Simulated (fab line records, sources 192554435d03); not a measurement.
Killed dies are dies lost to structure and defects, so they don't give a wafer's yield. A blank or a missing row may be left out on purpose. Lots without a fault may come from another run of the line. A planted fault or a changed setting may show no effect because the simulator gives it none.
Split-lot experiment | flow n5_finfet | 7 lots, 21 wafers read, on a route of 1938 steps

THE SPLIT
At N5_BEOL_M11_ETCH_41 (etches SiCN in CH3F/O2, target depth 42.6 nm, time 86 s), the setting time_s was moved away from the recipe's 86 s on 9 of the 21 wafers read, by -20.9% to +20.5%. The other wafers ran this setting at the recipe's value.

The reading is taken at the split's own step.

THE READING
etch.depth_nm (the simulator's own value, which no gauge read), in nm, at N5_BEOL_M11_ETCH_41 (etches SiCN in CH3F/O2, target depth 42.6 nm, time 86 s). The file gives no usual value for it. The 12 wafers here that ran the recipe average 32.70 nm, standard deviation 0.74 nm.

wafer  | tool, chamber at the split | time_s as run, s | against the recipe | etch.depth_nm, nm | against lot-mates on the recipe
L077.3 | rie_diel-01, 3             | 94.85            | +10.3%             | 37.33             | +5.93
L077.5 | rie_diel-01, 1             | 86               | recipe             | 31.4              | -
L077.6 | rie_diel-01, 2             | 94.85            | +10.3%             | 35.62             | +4.22
L079.4 | rie_diel-01, 3             | 86               | recipe             | 33.75             | -
L079.5 | rie_diel-01, 3             | 86               | recipe             | 34                | -
L079.6 | rie_diel-01, 2             | 86               | recipe             | 32.27             | -
L080.4 | rie_diel-01, 0             | 68.04            | -20.9%             | 26.4              | -5.02
L080.5 | rie_diel-01, 2             | 68.04            | -20.9%             | 25.44             | -5.98
L080.6 | rie_diel-01, 1             | 86               | recipe             | 31.42             | -
L084.2 | rie_diel-03, 2             | 86               | recipe             | 32.66             | -
L084.3 | rie_diel-03, 0             | 86               | recipe             | 32.84             | -
L084.6 | rie_diel-03, 0             | 103.6            | +20.5%             | 39.64             | +6.89
L087.1 | rie_diel-04, 1             | 86               | recipe             | 32.5              | -
L087.3 | rie_diel-04, 3             | 69.28            | -19.4%             | 26.72             | -5.78
L087.6 | rie_diel-04, 1             | 69.28            | -19.4%             | 26.07             | -6.43
L085.2 | rie_diel-01, 3             | 78.75            | -8.4%              | 31.23             | -1.51
L085.3 | rie_diel-01, 2             | 86               | recipe             | 32.74             | -
L085.5 | rie_diel-01, 2             | 78.75            | -8.4%              | 30.28             | -2.46
L097.1 | rie_diel-03, 2             | 86               | recipe             | 32.92             | -
L097.5 | rie_diel-03, 2             | 86               | recipe             | 32.92             | -
L097.3 | rie_diel-03, 1             | 86               | recipe             | 32.94             | -

THE FIT
A straight line over all 21 wafers: etch.depth_nm changes by +0.329 nm for each +1% of time_s; r = +0.98; the points scatter about the line by 0.74 nm.
The same after taking each lot's own level away (the mean of its wafers on the recipe; 21 wafers): +0.32 nm for each +1%; r = +0.98; scatter 0.78 nm.
On that fit, the largest move of time_s shifts the reading by 6.7 nm.
The lots' own levels span 31.400 to 33.340 nm, that is 2.6 times the standard deviation above.
So the lot-to-lot level changes the slope little: the two slopes agree.
Check: with one of the wafers moved furthest among these (-20.9%) left out of the fit, the line predicts -6.61 nm for it against its lot-mates. It came out at -5.02 nm against them.

OTHER SPLITS ON THESE WAFERS
These wafers also went through other splits before the reading. Each is held against what the fit with the lots' levels taken away leaves over:
other split on the same wafers | wafers away from the commonest value | r with etch.depth_nm (lot level and that fit taken away)
N5_BEOL_M9_ILD_DEP_00 time_s   | 8                                    | -0.06
N5_BEOL_M9_COAT_22 spin_rpm    | 7                                    | -0.12
N5_BEOL_M10_COAT_63 spin_rpm   | 6                                    | +0.55
N5_BEOL_M10_PEB_26 peb_time_s  | 2                                    | -0.56

THE FILE'S OWN FIT
etch.depth_nm changes by +0.315 nm for each +1% of time_s, r = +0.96.
